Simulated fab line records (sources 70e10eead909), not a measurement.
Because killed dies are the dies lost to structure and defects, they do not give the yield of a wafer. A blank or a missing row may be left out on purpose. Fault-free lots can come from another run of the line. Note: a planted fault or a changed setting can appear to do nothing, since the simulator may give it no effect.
fab line records	flow nand_harc
record lots=12	wafers=36	last_day=25
route steps=1159 shown A_CHANNEL_HOLE_D1@450 END@1159
lots that met no fault: from a run of the same line without faults
start_h: start of the lot's first displayed wafer, in hours after the record's first day	wait_h: hours from the lot's prior step to this one	" the same as in the row above	L1.1+2: a row that stands for several wafers	- no value present, or no start provided	* or withheld: withheld	< > ~ a bound
route shown NAME@n: NAME is a module with steps in the file, n the number in the route of the first one	usual: average and standard deviation across the fault-free wafers	same: alike in all rows	chamber/n: place in a boat	sites: readings site by site	_std_site: how widely they spread, as a standard deviation	_edge_site: the outer-site mean with the inner-site mean subtracted	radius_mm: how far each site lies from the wafer's centre	mask NAME#n: copy n	behind: the most recent tool/chamber to have shaped the wafer	hold: reason for holding the lot/hours on hold/outcome of the hold	device: transistor that didn't switch, given as n, p or np	end of line: the route-end tests of the same wafers	a step without rows: its recipe alone	killed: count of dies lost to structure and defects at first sort (not the wafer's yield)	map: a wafer's dies, marking killed ones x, the rest . and places with no die _
set.NAME: setting as actually run; set.NAME@STEP: the setting as run at that earlier step	model.NAME: the simulator's own value behind a step, which no gauge read
steps of the route over a sample of lots; a table a step, a row a wafer
services: from which hour (start_h, from the record's first day; less than 0 if before it) a tool's chamber was out of use, for how many hours, and why
## steps
# step NHARC_A_CHANNEL_HOLE_D1_DEP_00
# recipe target_thk_a=31000	temp_c=400	material=aC
# usual throttle_valve_pct=35.000/0.0096
lot.wafer	tool	chamber	start_h	wait_h	throttle_valve_pct
L859.2	acl_dep-03	0	181.36	4.9	35.007
L859.4	"	0	"	"	34.987
L859.5	"	0	"	"	34.982
L859.2	acl_dep-03	0	185.07	3.4	34.996
L859.4	"	0	"	"	34.982
L859.5	"	0	"	"	35.005
L861.2	acl_dep-02	0	186.05	0.9	35.005
L861.4	"	0	"	"	35.005
L861.6	"	0	"	"	35.000
L860.1	acl_dep-01	0	186.23	1.0	34.986
L860.3	"	0	"	"	34.977
L860.6	"	0	"	"	35.000
L862.1	acl_dep-02	0	193.80	0.1	34.995
L862.2	"	0	"	"	35.005
L862.4	"	0	"	"	35.007
L864.1	acl_dep-02	0	210.06	0.2	34.990
L864.5	"	0	211.32	1.5	35.004
L864.6	"	0	"	"	34.998
L864.1	acl_dep-02	0	212.18	1.8	35.006
L864.5	"	0	213.44	1.8	35.003
L864.6	"	0	"	"	34.989
L865.2	acl_dep-01	0	210.21	0.4	34.992
L865.4	"	0	"	"	35.001
L865.5	"	0	"	"	34.987
L865.2	acl_dep-01	0	212.37	1.8	35.000
L865.4	"	0	"	"	34.980
L865.5	"	0	"	"	34.991
L870.1	acl_dep-02	0	252.61	2.0	35.008
L870.2	"	0	"	"	34.986
L870.4	"	0	"	"	35.007
L873.2	acl_dep-01	0	258.88	0.4	34.983
L873.4	"	0	"	"	35.010
L873.6	"	0	"	"	35.007
L874.1	acl_dep-03	0	267.54	0.1	35.016
L874.2	"	0	"	"	35.019
L874.4	"	0	"	"	35.006
L878.1	acl_dep-03	0	294.46	2.4	35.007
L878.3	"	0	"	"	35.001
L878.5	"	0	"	"	34.987
L880.1	acl_dep-02	0	301.63	4.4	34.999
L880.5	"	0	302.87	5.6	35.010
L880.6	"	0	"	"	35.010
L881.2	acl_dep-02	0	320.97	1.4	34.983
L881.4	"	0	"	"	35.019
L881.5	"	0	"	"	34.990
# step NHARC_A_CHANNEL_HOLE_D1_DEP_01
# recipe target_thk_a=1400	target_thk_nm=140	temp_c=400	pressure_torr=3.5	flow_sccm=200	rf_w=350	material=SiON
# usual chamber_pressure_Torr=3.499/0.0075	heater_power_w=749/110
lot.wafer	tool	chamber	start_h	wait_h	chamber_pressure_Torr	heater_power_w
L859.2	pecvd-04	2	186.85	1.5	3.491	769
L859.4	"	0	"	"	3.487	586
L859.5	"	1	"	"	3.498	696
L861.2	pecvd-04	2	187.67	1.3	3.492	732
L861.4	"	2	"	"	3.490	717
L861.6	"	0	"	"	3.489	526
L860.3	pecvd-01	1	188.19	1.0	3.504	966
L860.1	"	0	"	"	3.499	876
L860.6	"	1	"	"	3.507	760
L862.2	pecvd-01	2	195.70	1.3	3.499	765
L862.1	"	0	"	"	3.490	856
L862.4	"	1	"	"	3.500	863
L865.2	pecvd-01	0	214.00	1.3	3.497	858
L865.4	"	1	"	"	3.513	807
L865.5	"	2	"	"	3.502	655
L864.1	pecvd-04	2	214.31	1.8	3.499	754
L864.5	"	1	"	"	3.510	783
L864.6	"	2	"	"	3.490	761
L870.1	pecvd-01	1	254.57	1.6	3.495	837
L870.2	"	2	"	"	3.501	743
L870.4	"	2	"	"	3.508	723
L873.2	pecvd-04	2	260.53	1.3	3.514	719
L873.4	"	1	"	"	3.504	794
L873.6	"	2	"	"	3.494	727
L874.2	pecvd-03	1	269.50	1.3	3.504	808
L874.1	"	2	"	"	3.493	914
L874.4	"	0	"	"	3.490	695
L878.1	pecvd-04	1	296.70	1.9	3.500	778
L878.3	"	0	"	"	3.501	520
L878.5	"	0	"	"	3.490	540
L880.1	pecvd-04	2	303.56	1.6	3.494	688
L880.6	"	1	"	"	3.492	767
L880.5	"	2	"	"	3.501	698
L881.2	pecvd-03	1	322.62	1.3	3.485	863
L881.5	"	2	"	"	3.491	873
L881.4	"	0	"	"	3.491	669
# step NHARC_A_CHANNEL_HOLE_D1_ETCH_38
# recipe target_depth_a=390	over_etch_frac=0.3	time_s=65	ion_energy_ev=80	cf4_flow_sccm=150	ar_flow_sccm=0	rf_w=300	bias_w=100	chemistry=CF4
# usual drypump_motor_current_A=5.79/0.24	oes_product_au=1.003/0.013	rf_vpp_V=151.1/1.1	showerhead_plenum_p_Torr=1.76/0.074	throttle_valve_pct=13.284/0.0083
lot.wafer	tool	chamber	start_h	wait_h	drypump_motor_current_A	oes_product_au	rf_hours_counter_h	rf_vpp_V	showerhead_plenum_p_Torr	throttle_valve_pct
L859.2	rie_diel-07	2	187.67	0.1	6.06	0.995	10	150.8	1.78	13.279
L859.4	"	2	"	"	6.08	0.989	-	151.9	1.78	13.282
L859.5	"	3	"	"	6.26	1.009	-	150.3	1.66	13.263
L861.4	rie_diel-09	0	188.66	0.1	5.83	1.032	8	151.8	1.90	13.289
L861.2	"	2	"	"	5.74	0.983	7	150.0	1.72	13.279
L861.6	"	1	"	"	5.59	1.013	-	150.7	1.70	13.287
L860.1	rie_diel-11	0	189.22	0.1	5.76	0.991	11	151.6	1.71	13.286
L860.3	"	1	"	"	5.85	1.013	11	151.6	1.81	13.278
L860.6	"	3	"	"	5.57	1.012	-	151.7	1.86	13.290
L862.1	rie_diel-07	1	196.57	0.1	5.94	1.003	9	150.4	1.70	13.290
L862.2	"	2	"	"	6.07	0.994	12	150.6	1.78	13.280
L862.4	"	0	"	"	5.61	1.009	9	151.8	1.77	13.281
L865.2	rie_diel-11	1	214.89	0.1	5.85	1.010	1	151.6	1.81	13.275
L865.4	"	0	"	"	5.78	1.013	-	150.3	1.71	13.278
L865.5	"	1	"	"	5.86	0.995	-	151.6	1.81	13.290
L864.1	rie_diel-07	3	215.18	0.1	6.30	0.996	11	150.1	1.66	13.284
L864.5	"	0	"	"	5.62	0.990	-	152.9	1.77	13.288
L864.6	"	1	"	"	5.96	1.007	-	149.8	1.70	13.283
L870.4	rie_diel-07	0	255.54	0.1	5.62	0.972	1	151.0	1.77	13.274
L870.1	"	1	"	"	5.98	1.005	2	150.2	1.70	13.275
L870.2	"	2	"	"	6.08	1.005	2	151.6	1.78	13.286
L873.2	rie_diel-11	0	261.49	0.1	5.76	1.016	5	150.1	1.71	13.284
L873.4	"	1	"	"	5.84	1.005	4	150.8	1.81	13.281
L873.6	"	1	"	"	5.83	0.992	-	151.3	1.81	13.284
L874.1	rie_diel-07	3	270.47	0.1	6.27	0.997	3	150.6	1.66	13.267
L874.2	"	0	"	"	5.62	0.972	3	150.4	1.77	13.275
L874.4	"	1	"	"	5.92	1.006	3	149.2	1.70	13.282
L878.1	rie_diel-09	1	297.59	0.1	5.63	1.001	3	151.2	1.70	13.280
L878.3	"	0	"	"	5.81	1.024	3	153.8	1.89	13.276
L878.5	"	0	"	"	5.80	1.013	-	152.7	1.89	13.283
L880.1	rie_diel-11	0	304.52	0.1	5.77	1.016	7	151.4	1.71	13.283
L880.6	"	1	"	"	5.84	0.996	-	152.3	1.80	13.293
L880.5	"	2	"	"	5.55	1.008	-	150.4	1.68	13.285
L881.4	rie_diel-07	2	323.49	0.1	6.04	0.991	7	151.9	1.78	13.274
L881.2	"	0	"	"	5.61	0.972	7	150.9	1.76	13.279
L881.5	"	3	"	"	6.27	0.992	-	150.2	1.66	13.300
# step NHARC_A_CHANNEL_HOLE_D1_ETCH_16
# recipe target_depth_a=31000	over_etch_frac=0.3	time_s=806	ion_energy_ev=150	o2_flow_sccm=400	cos_flow_sccm=20	ar_flow_sccm=0	rf_w=500	bias_w=300	chemistry=O2/COS
# usual drypump_motor_current_A=5.79/0.25	oes_product_au=1.001/0.013	rf_vpp_V=314.0/2	showerhead_plenum_p_Torr=3.11/0.14	throttle_valve_pct=28.330/0.0092
lot.wafer	tool	chamber	start_h	wait_h	drypump_motor_current_A	oes_product_au	rf_hours_counter_h	rf_vpp_V	showerhead_plenum_p_Torr	throttle_valve_pct
L859.2	rie_diel-07	3	-	-	6.29	1.012	9	311.4	2.93	28.345
L859.5	"	1	"	"	5.99	1.007	-	313.2	3.00	28.330
L859.4	"	2	"	"	6.03	0.988	-	314.1	3.15	28.337
L861.2	rie_diel-09	3	-	-	5.32	0.983	7	317.0	3.35	28.336
L861.4	"	1	"	"	5.60	1.009	9	312.7	3.00	28.323
L861.6	"	3	"	"	5.32	0.993	-	317.2	3.35	28.345
L860.1	rie_diel-09	2	189.81	-	5.72	0.979	8	311.5	3.04	28.322
L860.3	"	3	"	"	5.31	0.988	7	318.6	3.35	28.325
L860.6	"	0	"	"	5.84	1.024	-	317.3	3.35	28.318
L862.2	rie_diel-07	2	-	-	6.04	0.976	12	315.1	3.15	28.329
L862.4	"	3	"	"	6.29	1.011	10	312.0	2.93	28.309
L862.1	"	0	"	"	5.64	0.999	9	314.5	3.12	28.322
L865.2	rie_diel-11	1	-	-	5.86	0.995	1	314.1	3.19	28.338
L865.4	"	0	"	"	5.79	1.018	-	311.8	3.02	28.341
L865.5	"	1	"	"	5.83	1.010	-	313.5	3.19	28.315
L864.1	rie_diel-07	0	-	-	5.65	1.004	10	313.9	3.12	28.330
L864.5	"	2	"	"	6.10	0.995	-	314.0	3.15	28.331
L864.6	"	3	"	"	6.30	1.018	-	311.1	2.93	28.331
L870.1	rie_diel-07	0	-	-	5.62	0.963	2	315.0	3.12	28.321
L870.4	"	1	"	"	5.99	0.990	2	312.7	3.00	28.313
L870.2	"	3	"	"	6.27	0.991	2	309.8	2.92	28.329
L873.2	rie_diel-11	1	-	-	5.85	1.005	5	313.6	3.19	28.332
L873.4	"	0	"	"	5.79	1.000	5	312.9	3.02	28.336
L873.6	"	2	"	"	5.58	1.001	-	312.8	2.97	28.328
L874.2	rie_diel-07	1	-	-	5.92	1.006	4	313.4	3.00	28.337
L874.4	"	2	"	"	6.06	1.013	3	315.8	3.14	28.323
L874.1	"	3	"	"	6.27	0.997	3	310.4	2.92	28.322
L878.1	rie_diel-09	0	-	-	5.86	1.014	3	316.0	3.35	28.309
L878.3	"	1	"	"	5.64	1.010	3	311.9	3.00	28.319
L878.5	"	2	"	"	5.74	1.006	-	313.7	3.04	28.337
L880.1	rie_diel-11	3	-	-	5.63	1.011	5	317.4	3.28	28.342
L880.5	"	2	"	"	5.49	0.997	-	311.3	2.97	28.334
L880.6	"	3	"	"	5.60	1.007	-	317.3	3.28	28.311
L881.4	rie_diel-07	1	-	-	6.00	1.008	6	312.0	3.00	28.337
L881.2	"	2	"	"	6.13	0.996	7	313.4	3.14	28.318
L881.5	"	1	"	"	5.97	1.011	-	311.4	3.00	28.327
# step NHARC_END_SORT_01
# recipe temp_c=25
# usual killed_at_array=24/8.7	killed_at_other=0.8/1.2	killed_at_periphery=3.6/2.3	killed_dies=28/8.9	killed_open=3.2/1.9	killed_short=2.0/1.6
# same gross_dies=677
lot.wafer	tool	chamber	start_h	wait_h	killed_at_array	killed_at_other	killed_at_periphery	killed_dies	killed_open	killed_short
L859.2	prober-01	0	465.41	2.8	677	0	0	677	1	0
L859.4	prober-01	0	467.01	3.4	676	0	1	677	3	2
L859.5	prober-01	0	467.80	3.7	677	0	0	677	2	0
L865.2	prober-02	0	481.13	2.8	675	0	2	677	4	4
L865.4	prober-02	0	482.72	3.4	672	0	5	677	6	2
L865.5	prober-02	0	483.52	3.7	676	0	1	677	4	2
L864.1	prober-01	0	504.42	2.4	671	3	3	677	4	2
L864.5	prober-01	0	507.66	3.7	676	1	0	677	2	3
L864.6	prober-01	0	508.47	4.1	676	0	1	677	2	2
L870.1	prober-02	0	553.94	2.5	26	4	4	34	3	4
L870.2	prober-02	0	554.76	2.8	29	2	10	41	6	3
L870.4	prober-02	0	556.40	3.4	20	1	6	27	3	1
L874.1	prober-02	0	561.88	2.5	37	0	6	43	0	3
# killed by level:class
L859.2 A_CHANNEL_HOLE_D1:area_dep=665 A_SLIT:chamber_film_flake=5 A_STAIRCASE:chamber_film_flake=3 A_CONTACT:chamber_film_flake=2 A_CONTACT:geometric_particle:open=1 A_CHANNEL_HOLE_D1:chamber_film_flake=1
L859.4 A_CHANNEL_HOLE_D1:area_dep=662 A_CHANNEL_HOLE_D1:chamber_film_flake=4 A_SLIT:chamber_film_flake=3 A_CHANNEL_FILL_D1:geometric_particle:open=1 A_SGD_CUT:geometric_particle:open=1 A_WL_FILL:geometric_particle:short=1 A_CONTACT:geometric_particle:open=1 A_CONTACT:geometric_particle:short=1
L859.5 A_CHANNEL_HOLE_D1:area_dep=659 A_SLIT:chamber_film_flake=8 A_CHANNEL_HOLE_D1:chamber_film_flake=5 A_CONTACT:chamber_film_flake=2 A_ONON_D1:geometric_particle:open=1 A_CHANNEL_HOLE_D1:geometric_particle:open=1 A_STAIRCASE:chamber_film_flake=1
L865.2 A_CHANNEL_HOLE_D1:area_dep=659 A_STAIRCASE:chamber_film_flake=4 A_CONTACT:chamber_film_flake=4 A_WL_FILL:geometric_particle:short=3 P_GATE:geometric_particle:open=1 P_M1:geometric_particle:open=1 A_ONON_D1:geometric_particle:open=1 A_M0:geometric_particle:short=1
L865.4 A_CHANNEL_HOLE_D1:area_dep=654 A_CHANNEL_HOLE_D1:chamber_film_flake=5 A_STAIRCASE:chamber_film_flake=4 A_CONTACT:chamber_film_flake=4 P_M0:geometric_particle:open=2 P_GATE:geometric_particle:open=1 P_M1:geometric_particle:open=1 A_ONON_D1:geometric_particle:short=1
L865.5 A_CHANNEL_HOLE_D1:area_dep=659 A_STAIRCASE:chamber_film_flake=4 A_CONTACT:chamber_film_flake=4 A_M0:geometric_particle:open=2 A_WL_FILL:geometric_particle:short=1 A_WL_FILL:geometric_particle:open=1 A_BLC:geometric_particle:open=1 A_M0:geometric_particle:short=1
L864.1 A_CHANNEL_HOLE_D1:area_dep=647 A_CHANNEL_HOLE_D1:chamber_film_flake=14 A_CONTACT:chamber_film_flake=4 THIN_TSV:chamber_film_flake=3 A_ONON_D1:geometric_particle:open=2 A_STAIRCASE:chamber_film_flake=2 P_CONTACT:geometric_particle:open=1 P_M2:geometric_particle:open=1
L864.5 A_CHANNEL_HOLE_D1:area_dep=650 A_CHANNEL_HOLE_D1:chamber_film_flake=14 A_STAIRCASE:chamber_film_flake=4 A_CHANNEL_FILL_D1:geometric_particle:short=2 A_CONTACT:geometric_particle:open=2 A_ONON_D1:geometric_particle:short=1 A_ZERO_WELL:chamber_film_flake=1 A_WL_FILL:chamber_film_flake=1
L864.6 A_CHANNEL_HOLE_D1:area_dep=651 A_CHANNEL_HOLE_D1:chamber_film_flake=17 A_STAIRCASE:chamber_film_flake=2 A_SGD_CUT:geometric_particle:short=1 A_WL_FILL:geometric_particle:open=1 A_WL_FILL:geometric_particle:short=1 A_CONTACT:geometric_particle:open=1 P_GATE:chamber_film_flake=1
L870.1 A_CHANNEL_HOLE_D1:chamber_film_flake=13 A_CONTACT:chamber_film_flake=5 THIN_TSV:chamber_film_flake=4 A_CHANNEL_FILL_D1:geometric_particle:short=3 P_M1:chamber_film_flake=3 A_CHANNEL_FILL_D1:geometric_particle:open=1 A_WL_FILL:geometric_particle:open=1 A_CONTACT:geometric_particle:open=1
L870.2 A_CHANNEL_HOLE_D1:chamber_film_flake=10 P_M1:chamber_film_flake=6 A_CONTACT:chamber_film_flake=5 A_M0:chamber_film_flake=4 A_CONTACT:geometric_particle:open=3 THIN_TSV:chamber_film_flake=2 P_M0:geometric_particle:short=1 P_M0:geometric_particle:open=1
L870.4 A_CHANNEL_HOLE_D1:chamber_film_flake=14 P_M1:chamber_film_flake=4 A_CONTACT:chamber_film_flake=3 P_M1:geometric_particle:open=1 P_BONDPAD:geometric_particle:open=1 A_CHANNEL_FILL_D1:geometric_particle:short=1 A_CONTACT:geometric_particle:open=1 A_M0:chamber_film_flake=1
L874.1 A_SLIT:chamber_film_flake=19 A_BLC:chamber_film_flake=6 A_CHANNEL_HOLE_D1:chamber_film_flake=3 A_CONTACT:chamber_film_flake=3 P_ZERO_WELL:chamber_film_flake=2 P_M0:chamber_film_flake=2 A_BONDPAD:chamber_film_flake=2 A_STAIRCASE:geometric_particle:short=1
## services
tool	chamber	start_h	hours	kind
rie_diel-07	0	158.20	-	clean
rie_diel-07	1	158.20	-	clean
rie_diel-09	2	164.67	4.8	repair
acl_dep-02	-	168.40	13.0	pm
rie_diel-07	0	179.41	14.2	repair
rie_diel-09	-	186.22	0.4	repair
rie_diel-11	-	189.50	9.0	pm
pecvd-04	-	195.36	13.0	pm
rie_diel-11	-	203.96	0.5	repair
rie_diel-11	3	208.09	6.0	repair
acl_dep-03	-	224.27	13.0	pm
rie_diel-07	-	228.20	9.0	pm
pecvd-01	-	237.32	13.0	pm
rie_diel-09	-	254.10	9.0	pm
rie_diel-11	1	255.79	5.6	repair
pecvd-03	-	260.87	1.9	repair
pecvd-04	2	285.30	2.3	repair
rie_diel-09	3	291.52	14.5	repair
pecvd-03	-	292.08	13.0	pm
rie_diel-11	2	293.77	1.6	repair
acl_dep-01	-	296.11	13.0	pm
rie_diel-07	1	296.98	9.8	repair
rie_diel-11	2	307.73	12.1	repair
pecvd-01	0	309.91	8.5	repair
## key
first_sign step=NHARC_A_CHANNEL_HOLE_D1_DEP_00	reading=visit	direction=added
effect step=NHARC_END_SORT_01	reading=killed_at_array	direction=up	sigmas=74	usual=24	struck=675
more_kills_born_at NHARC_A_CHANNEL_HOLE_D1_DEP_00@acl_dep-03=1986	NHARC_A_CHANNEL_HOLE_D1_DEP_00@acl_dep-01=1972	NHARC_A_CHANNEL_HOLE_D1_DEP_00@acl_dep-02=1948
met_at NHARC_A_CHANNEL_HOLE_D1_DEP_00
struck_lots L859,L864,L865
later_rows_left_out L859.2,L859.4,L859.5,L864.1,L864.5,L864.6,L865.2,L865.4,L865.5
tester_left_out L859,L864,L865
not_acting_at NHARC_A_CHANNEL_HOLE_D1_DEP_01,NHARC_A_CHANNEL_HOLE_D1_ETCH_38,NHARC_A_CHANNEL_HOLE_D1_ETCH_16
fault kind=repeated_step_whole	tool=acl_dep-01,acl_dep-02,acl_dep-03	chamber=-	onset_h=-	steps=NHARC_A_CHANNEL_HOLE_D1_DEP_00	times=1	scope=struck_lots_only
# tester_left_out: of these lots the tester's yield and bins aren't shown, on N5 and GAA mostly nor the transistor test; their killed dies are dies lost to structure and defects alone, not to doping, threshold or leakage, so they don't give the yield
# later_rows_left_out: the simulator's readings of these wafers behind a module that went badly wrong aren't trusted and aren't shown, but for the sort
